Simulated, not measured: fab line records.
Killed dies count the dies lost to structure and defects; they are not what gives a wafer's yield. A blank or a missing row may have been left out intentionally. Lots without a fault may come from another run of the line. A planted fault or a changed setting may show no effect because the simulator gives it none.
Which tool did it? -- flow nand_harc -- 13 lots, 39 wafers sampled, at 6 steps of a route of 1302

WHAT THE GAUGES READ, wafer by wafer
NHARC_P_GATE_INSPECT_68.
lot,measured,on,raw_defect_count
L305,day 6 01:07,defect_inspect-02,145 162 161
L307,day 6 17:16,defect_inspect-01,215 200 268
L306,day 6 17:40,defect_inspect-02,326 260 130
L308,day 7 05:22,defect_inspect-01,265 185 238
L309,day 7 09:53,defect_inspect-02,151 118 189
L310,day 7 16:35,defect_inspect-01,242 133 203
L311,day 8 06:00,defect_inspect-02,167 181 206
L318,day 11 00:52,defect_inspect-01,302 190 198
L320,day 11 19:55,defect_inspect-02,203 186 264
L324,day 13 14:07,defect_inspect-02,115 148 229
L326,day 14 13:50,defect_inspect-02,270 231 236
L327,day 15 10:13,defect_inspect-01,156 146 122
L328,day 15 12:11,defect_inspect-02,118 119 191

NHARC_P_CONTACT_CD_MEAS_12: target cd 90 nm.
lot,measured,on,cd_nm (nm)
L305,day 6 02:37,cd_sem-01,90.0 89.6 90.4
L307,day 6 18:53,cd_sem-03,89.0 89.9 89.2
L306,day 6 19:17,cd_sem-02,89.7 89.6 90.5
L308,day 7 06:58,cd_sem-01,90.5 90.9 90.1
L309,day 7 11:29,cd_sem-02,90.1 90.0 88.9
L310,day 7 18:19,cd_sem-03,97.1 96.2 96.4
L311,day 8 07:37,cd_sem-02,89.8 90.5 91.6
L318,day 11 02:25,cd_sem-03,89.8 89.7 90.4
L320,day 11 21:31,cd_sem-02,90.6 90.7 90.0
L324,day 13 15:37,cd_sem-02,89.7 89.3 91.0
L326,day 14 15:26,cd_sem-03,90.1 90.5 90.7
L327,day 15 11:50,cd_sem-03,90.8 91.1 90.8
L328,day 15 13:48,cd_sem-01,90.9 91.0 90.3

NHARC_P_CONTACT_OVL_MEAS_13.
lot,measured,on,overlay_x_nm (nm),overlay_y_nm (nm)
L305,day 6 02:42,overlay-01,-1.4 -0.1 -0.9,-1.5 -1.6 -1.0
L307,day 6 18:58,overlay-02,0.6 -0.4 0.1,0.0 -0.5 -0.3
L306,day 6 19:22,overlay-02,-0.1 0.4 0.2,0.4 0.0 0.0
L308,day 7 07:03,overlay-01,-0.9 -0.5 -0.2,0.4 0.4 0.8
L309,day 7 11:35,overlay-02,0.5 0.2 0.5,0.1 0.0 -0.2
L310,day 7 18:24,overlay-02,-1.5 -1.8 -2.3,0.0 -0.4 -0.3
L311,day 8 07:43,overlay-01,-0.8 -0.7 -1.0,-0.5 0.2 -0.1
L318,day 11 02:30,overlay-02,-0.1 0.3 0.5,-0.4 -0.3 -0.7
L320,day 11 21:37,overlay-01,-0.3 -0.6 -0.8,0.5 0.5 0.8
L324,day 13 15:42,overlay-01,0.3 0.5 0.1,-0.8 -0.6 -1.0
L326,day 14 15:32,overlay-02,-1.2 -1.3 -1.5,0.1 0.1 -0.2
L327,day 15 11:55,overlay-01,0.0 0.3 0.6,-0.5 -0.9 -0.6
L328,day 15 13:53,overlay-02,0.3 0.8 0.6,-0.7 -0.2 -0.6

NHARC_P_CONTACT_INSPECT_14.
lot,measured,on,raw_defect_count
L305,day 6 02:44,defect_inspect-01,1 2 3
L307,day 6 19:01,defect_inspect-01,4 3 4
L306,day 6 19:25,defect_inspect-01,3 4 5
L308,day 7 07:05,defect_inspect-01,1 7 4
L309,day 7 11:37,defect_inspect-02,4 4 2
L310,day 7 18:26,defect_inspect-01,2 7 5
L311,day 8 07:45,defect_inspect-02,6 3 0
L318,day 11 02:32,defect_inspect-01,3 2 3
L320,day 11 21:39,defect_inspect-01,4 4 5
L324,day 13 15:44,defect_inspect-01,3 5 3
L326,day 14 15:34,defect_inspect-02,5 5 3
L327,day 15 11:57,defect_inspect-01,6 3 3
L328,day 15 13:55,defect_inspect-01,5 4 4

NHARC_P_CONTACT_CD_MEAS_19.
lot,measured,on,cd_nm (nm)
L305,day 6 03:40,cd_sem-03,90.8 90.0 88.9
L307,day 6 19:56,cd_sem-03,89.6 90.6 87.6
L306,day 6 20:24,cd_sem-02,89.1 89.9 90.5
L308,day 7 08:01,cd_sem-02,88.5 93.3 88.5
L309,day 7 12:33,cd_sem-01,91.3 89.1 88.8
L310,day 7 19:22,cd_sem-03,98.1 94.3 96.3
L311,day 8 08:41,cd_sem-03,89.3 90.3 93.5
L318,day 11 03:29,cd_sem-02,89.3 88.8 89.9
L320,day 11 22:35,cd_sem-03,90.6 90.0 89.0
L324,day 13 16:40,cd_sem-01,88.3 86.4 89.3
L326,day 14 16:30,cd_sem-03,89.8 88.4 88.1
L327,day 15 12:53,cd_sem-02,90.7 91.4 90.3
L328,day 15 14:52,cd_sem-03,90.2 91.4 90.2

WHICH TOOL RAN EACH LOT (tool, then ch and the chambers of the sampled wafers, then the start)
lot,NHARC_P_CONTACT_EXPOSE_09
L305,"arfi_scanner-02 ch 0, day 6 02:28"
L307,"arfi_scanner-03 ch 0, day 6 18:45"
L306,"arfi_scanner-01 ch 0, day 6 19:09"
L308,"arfi_scanner-03 ch 0, day 7 06:49"
L309,"arfi_scanner-02 ch 0, day 7 11:21"
L310,"arfi_scanner-01 ch 0, day 7 18:10"
L311,"arfi_scanner-02 ch 0, day 8 07:29"
L318,"arfi_scanner-01 ch 0, day 11 02:17"
L320,"arfi_scanner-02 ch 0, day 11 21:23"
L324,"arfi_scanner-02 ch 0, day 13 15:28"
L326,"arfi_scanner-01 ch 0, day 14 15:18"
L327,"arfi_scanner-02 ch 0, day 15 11:41"
L328,"arfi_scanner-03 ch 0, day 15 13:40"
- NHARC_P_CONTACT_EXPOSE_09: exposes mask P CA, target cd 90 nm.

WHAT THE TOOLS THEMSELVES READ (means of the sampled wafers that have a number; where no wafer has one, the mark that the record gives instead)
The record holds no such reading with a usual standard deviation.

THE ANSWER, worked out from the rows above alone
Rule: the usual values come from the lots themselves. The widest of any qualifying gaps counts: lots, ordered by their means at a reading, are off when they make up no more than a third of the lots, leave a main group of 4 or more, and stand apart from it by 3 or more times the standard deviation of that group's means. If all means in a main group match to the digits the tables above print for the reading, that group is not used. Also off: a lot with no number at a reading for which 4 or more lots have one. All remaining lots with rows at the step are treated as sound. First the gauges in route order, then the tools' own readings, where a lot's mean is used as printed above. The first step at which some lot is off is used, and at that step the reading that is off furthest; a lot without a number counts as furthest.
Off: L310, at NHARC_P_CONTACT_CD_MEAS_12 (cd_nm). The main group has a mean of 90.2 nm with a standard deviation of 0.44.
A tool fits if, at a process step before that reading, it ran every lot that is off, and no sound lot after the first of them. The gauges at NHARC_P_CONTACT_CD_MEAS_12 are tried like those tools. Not one of the candidates tried fits.

WHAT HAD BEEN PUT IN BY THE SIMULATOR
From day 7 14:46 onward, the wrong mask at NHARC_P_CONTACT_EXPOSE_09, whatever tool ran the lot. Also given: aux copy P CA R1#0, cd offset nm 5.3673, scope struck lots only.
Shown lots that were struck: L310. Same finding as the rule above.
